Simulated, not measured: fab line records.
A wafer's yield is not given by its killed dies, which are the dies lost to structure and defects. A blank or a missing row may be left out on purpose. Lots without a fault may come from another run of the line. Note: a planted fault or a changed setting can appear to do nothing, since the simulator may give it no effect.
Comparing a struck lot with a sound one    flow n5Finfet    39 steps out of a route of 1938
Sound: the wafers L605.3, L605.4, L605.5. Struck: wafer L601.2 (left out: L601.6, a lot-mate that was not struck); the cause follows at the end.
Order at every step that has rows: each side's tool, ch and its chambers, its first start. Under that, the readings that differ: sound wafers    struck wafers    difference of the means    sigmas: that difference in standard deviations of wafers without a fault.
alike: words and numbers the same on both sides, and readings whose means are apart by under 2 such deviations; not compared: readings that were withheld, readings missing a value for some wafer, numbers with overlapping values and no deviation given by the record, and bounds like >300 which may hide the same value.
A row with sigmas, a row that says differs or no value, or rows on one side alone: a step with any of these is where the two part. Numbers that don't overlap but have no deviation are shown without sigmas and don't part them. A reading missing from all wafers of one side parts the sides only when that side holds two or more wafers.

first, 9 steps without rows for these wafers: N5_MOL_CONTACT_COAG_EXPOSE_05 (exposes mask CA, defocus 0 nm); N5_MOL_CONTACT_COAG_PEB_06 (peb time 60 s); N5_MOL_CONTACT_COAG_DEVELOP_07 (develop time 30 s); N5_MOL_CONTACT_COAG_DESCUM_13 (chemistry O2, time 7 s); N5_MOL_CONTACT_COAG_ETCH_59 (etches underlayer in N2/H2, target depth 13 nm, time 10.4 s); N5_MOL_CONTACT_COAG_ETCH_105 (etches SiARC in CF4, target depth 15.6 nm, time 26 s); N5_MOL_CONTACT_COAG_ETCH_106 (etches SOC in N2/H2, target depth 80 nm, overetch 16 nm, time 120 s); N5_MOL_CONTACT_COAG_STRIP_107 (strips in N2/H2); N5_MOL_CONTACT_COAG_STRIP_108 (strips in N2/H2).
N5_MOL_CONTACT_COAG_CONTACT_ETCH_14: etches SiO2 in C4F6/O2, target depth 27.5 nm, overetch 8.5 nm, time 20 s.
  sound on rieDiel-06 ch 0,1,2, day 10 16:38; struck on rieDiel-05 ch 3, day 9 12:28
reading                                            sound           struck  difference  sigmas
runLengthS (s)                                     42.6 43.5 43.0  35.5    -7.5        -20
model.SOC_of_MOL_CONTACT_COAG_COAT_103.thkNm (nm)  78.6 78.8 78.2  79.6    +1.1        
  alike: chamberPressureMTorr, drypumpMotorCurrentA, oesProductAu, rfVppV, showerheadPlenumPTorr, throttleValvePct
  not compared: rfHoursCounterH
then, 1 step without rows for these wafers: N5_MOL_CONTACT_COAG_STRIP_109 (strips in C4F6/O2).
N5_MOL_CONTACT_COAG_ETCH_15: etches SiNx in CH3F/O2, stops on Si:P, target depth 7 nm.
  sound on rieDiel-06 ch 0,1,2, day 10 16:40; struck on rieDiel-05 ch 3, day 9 12:31
reading              sound           struck  difference  sigmas
oesProductAu (a.u.)  0.69 0.56 0.58  0.26    -0.35       -6
  alike: chamberPressureMTorr, drypumpMotorCurrentA, rfVppV, showerheadPlenumPTorr, throttleValvePct
  not compared: rfHoursCounterH
N5_MOL_CONTACT_COAG_ETCH_110: etches Si in CF4/O2, target depth 2.5 nm, time 8 s.
  sound on rieDiel-06 ch 0,1,2, day 10 16:44; struck on rieDiel-05 ch 3, day 9 12:34
reading                                            sound              struck  difference  sigmas
rfVppV (V)                                         127.9 125.7 127.0  123.5   -3.4        -2
throttleValvePct (%)                               10.5 11.0 10.6     11.3    +0.6        +2
model.SOC_of_MOL_CONTACT_COAG_COAT_103.thkNm (nm)  73.8 74 73.4       74.8    +1.1        
  alike: chamberPressureMTorr, drypumpMotorCurrentA, oesProductAu, showerheadPlenumPTorr
  not compared: rfHoursCounterH
then, 1 step without rows for these wafers: N5_MOL_CONTACT_COAG_STRIP_98 (strips in N2/H2).
N5_MOL_CONTACT_COAG_CD_MEAS_99: the cd target is 17.2 nm.
  sound on cdSem-01, day 10 16:51; struck on cdSem-03, day 9 12:41
  not compared: cdNm
then, 21 steps without rows for these wafers: N5_MOL_CONTACT_COAG_IMPLANT_129; N5_MOL_CONTACT_COAG_PRECLEAN_111 (cleans in NF3:NH3, afs cycles 1, time 20 s, sublimation time 60 s); N5_MOL_CONTACT_COAG_TI_SIL_19 (material Ti, target thk 4.2 nm, time 15 s); N5_MOL_CONTACT_COAG_ALD_20 (deposits TiN, target thk 1.5 nm, pulse time 1 s, purge time 3 s); N5_MOL_CONTACT_COAG_SIL_ANNEAL_21 (time 60 s); N5_MOL_CONTACT_COAG_PRE_CLEAN_141 (time 60 s); N5_MOL_CONTACT_COAG_SPUTTER_143 (material Co, target thk 2.5 nm); N5_MOL_CONTACT_COAG_CO_FILL_22 (material Co, precursor CCTBA/H2, target thk 20 nm); N5_MOL_CONTACT_COAG_ANNEAL_113 (time 300 s); N5_MOL_CONTACT_COAG_PRE_CLEAN_142 (time 60 s); N5_MOL_CONTACT_COAG_SPUTTER_130 (material Co, target thk 47.5 nm); N5_MOL_CONTACT_COAG_PRECLEAN_125 (cleans in DIW, time 57.5 s); N5_MOL_CONTACT_COAG_SRD_126 (dry time 32 s); N5_MOL_CONTACT_COAG_CMP_23 (polishes, stops on SiO2, t overpolish 1.5 s, target thk 0 nm); N5_MOL_CONTACT_COAG_WET_ETCH_26 (target Co, target depth 13 nm); N5_MOL_CONTACT_COAG_WET_ETCH_116 (etches the open film in SC1-inhibited, target depth 4.6 nm, rinse time 30 s); N5_MOL_CONTACT_COAG_ALD_27 (deposits SiOC, target thk 17 nm, pulse time 1.5 s, time 2720 s); N5_MOL_CONTACT_COAG_CMP_28 (polishes, stops on SiNx, t overpolish 0.85 s, target thk 14.522 nm); N5_MOL_CONTACT_COAG_ALD_123 (deposits SiNx, target thk 5 nm, pulse time 1 s, purge time 2 s); N5_MOL_CONTACT_COAG_PECVD_31 (deposits SiO2 from TEOS/O2, target thk 46 nm, time 8.9 s); N5_MOL_CONTACT_COAG_COAT_75 (time 60 s, resist thk 60 nm).
N5_MOL_CONTACT_COAG_CD_MEAS_40: the cd target is 25.1 nm.
  sound on cdSem-03 ch 0, day 11 05:12; struck on cdSem-03 ch 0, day 10 02:14
  not compared: cdNm
N5_BEOL_M4_RC_MEAS_101:
  the record has rows for the sound wafers here (prober-02 ch 0, day 16 00:58) and none for the struck ones
-- the record jumps here: 8 days lie between the struck wafers' starts before and after (it left off in module BEOL_M4 and takes up again in module PASSIVATION, whose first step shown is number 1936 of the route) --
N5_PASSIVATION_PROBE_49:
  rows exist in the record for the struck wafers here (prober-01, day 18 03:55), but not for the sound ones

== WHERE THEY PART ==
Last at N5_PASSIVATION_PROBE_49 as far as this record goes, first at N5_MOL_CONTACT_COAG_CONTACT_ETCH_14.

WHY: what had been put in by the simulator
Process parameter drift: rieDiel-05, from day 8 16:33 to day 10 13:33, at N5_MOL_CONTACT_COAG_CONTACT_ETCH_14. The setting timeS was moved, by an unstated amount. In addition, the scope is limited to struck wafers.
